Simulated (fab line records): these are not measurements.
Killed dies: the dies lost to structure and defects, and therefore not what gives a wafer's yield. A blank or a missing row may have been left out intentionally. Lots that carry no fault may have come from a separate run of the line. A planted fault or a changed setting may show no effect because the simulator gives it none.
Matching of chambers	flow nand_harc	4 sister chambers for NHARC_A_WL_FILL_ALD_00 on ald_hk-02
The step deposits Al2O3, target thk 3 nm, pulse time 3 s, ald cycles 30. 4 wafers are shown with their chamber, then 7 later ones without.

WAFERS WITH THEIR CHAMBER
wafer	chamber	heater_power_w (W)
L080.3	3	418
L080.4	1	506
L084.2	2	447
L084.3	0	368

WAFERS WHOSE CHAMBER IS MISSING
wafer	heater_power_w (W)
L084.4	413
L087.2	358
L087.4	420
L087.5	449
L085.3	368
L085.5	499
L085.6	357

THE CHAMBER EACH PASSED THROUGH
wafer	from the rows above	in truth
L084.4	3	3
L087.2	0	0
L087.4	3	3
L087.5	2	2
L085.3	0	0
L085.5	1	1
L085.6	0	0
Correctly placed: 7 of 7. Not placeable from these rows: 0. Wrongly placed: 0.
How it was worked out, from the rows above alone: a wafer's distance from a chamber is the root of the sum, over the readings, of the square of ((its reading less the chamber's mean) divided by the reading's scatter). If the next closest chamber is less than 2 further off than the closest, the wafer can't be placed; otherwise it belongs to the closest. For every chamber, the mean is computed from those of its wafers that are shown. The scatter: with one shown wafer a chamber, the root of the mean of the squares of how far each hidden wafer lies from its nearest shown one.
